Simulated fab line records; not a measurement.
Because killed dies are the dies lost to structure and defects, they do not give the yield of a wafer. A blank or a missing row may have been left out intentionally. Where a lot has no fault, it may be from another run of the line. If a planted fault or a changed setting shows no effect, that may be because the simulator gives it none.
One fault through the eyes of 2 desks + flow nand_harc + what lay behind the numbers comes last; until then each desk has only its own

== THE METROLOGY DESK ==
What the gauges read, lot by lot, whatever tool the lot ran on: means of the sampled wafers that have a number. A lot is out of limits, marked OUT, if its mean lies more than 4 standard deviations from the usual mean; the brackets give that distance.
Columns: A = cd_nm at NHARC_A_CONTACT_CD_MEAS_08, usual 100.4 nm
| lot  | first seen here | A     |
|------|-----------------|-------|
| L575 | day 17 01:20    | 99.2  |
| L578 | day 17 02:02    | 101.1 |
| L577 | day 17 10:42    | 101.0 |
| L581 | day 19 06:26    | 98.8  |
| L582 | day 19 11:35    | 100.0 |
| L587 | day 19 20:04    | 100.1 |
| L593 | day 21 08:19    | 101.2 |
| L594 | day 21 12:19    | 100.2 |
| L595 | day 21 13:42    | 100.6 |
| L596 | day 22 18:26    | 100.8 |
| L598 | day 22 20:02    | 100.8 |
| L597 | day 22 21:37    | 99.8  |
Finding of this desk: none of the 12 lots has anything out of limits.

== AT THE TOOL OWNER'S DESK: rie_diel-12 ==
The tool's own readings at NHARC_A_CONTACT_ETCH_31 (etches the open film in O2/COS, target depth 2000 nm, time 520 s): means of the sampled wafers that have a number, for each lot that ran on this tool. A lot is out of limits, marked OUT, if its mean lies more than 4 standard deviations from the usual mean; the brackets give that distance. Of its 8 readings 7 are shown: the one that was out of limits first, and those that lie furthest out on some lot.
Columns: A = chamber_pressure_mTorr at NHARC_A_CONTACT_ETCH_31, usual 20.001 mTorr; B = drypump_motor_current_A at NHARC_A_CONTACT_ETCH_31, usual 5.9 A; C = rf_fwd_power_W at NHARC_A_CONTACT_ETCH_31, usual 499.2 W; D = rf_vpp_V at NHARC_A_CONTACT_ETCH_31, usual 314.1 V; E = run_length_s at NHARC_A_CONTACT_ETCH_31, usual 541.3 s; F = showerhead_plenum_p_Torr at NHARC_A_CONTACT_ETCH_31, usual 3.11 Torr; G = throttle_valve_pct at NHARC_A_CONTACT_ETCH_31, usual 28.330 %
| lot  | first seen here | A      | B   | C     | D     | E                       | F    | G      |
|------|-----------------|--------|-----|-------|-------|-------------------------|------|--------|
| L577 | day 17 11:31    | 20.008 | 5.8 | 497.9 | 312.4 | 541.5                   | 3.06 | 28.333 |
| L581 | day 19 07:17    | 19.989 | 5.8 | 499.4 | 314.3 | 541.5                   | 3.08 | 28.333 |
| L593 | day 21 09:11    | 20.012 | 5.7 | 497.8 | 314.2 | 541.4                   | 3.07 | 28.339 |
| L595 | day 21 14:36    | 20.014 | 6.1 | -     | 312.1 | 418.8 (-99 or more) OUT | 2.99 | 28.332 |
| L596 | day 22 20:51    | 19.995 | 6.1 | -     | 311.5 | 418.9 (-99 or more) OUT | 2.95 | 28.335 |
This desk's finding: out of limits on L595, L596; first on L595, day 21 14:36 (run_length_s at NHARC_A_CONTACT_ETCH_31). In limits: L577, L581, L593.

== PUT TOGETHER ==
The tool owner's desk had the chance to raise an alarm at day 21 14:36 on L595, L596.
From the metrology desk's view, nothing was out of limits.
The metrology desk has L595, L596 on record, within its limits.
Of the lots named, all ran NHARC_A_CONTACT_ETCH_31 on rie_diel-12.

== WHAT THE SIMULATOR HAD INSERTED ==
Process parameter drift: rie_diel-12, from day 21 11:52 on, at NHARC_A_CONTACT_ETCH_31. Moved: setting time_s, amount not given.
Shown lots that were struck: L595, L596.
Each desk's first reading out of limits, in hours after the fault started: the tool owner's desk, 3.
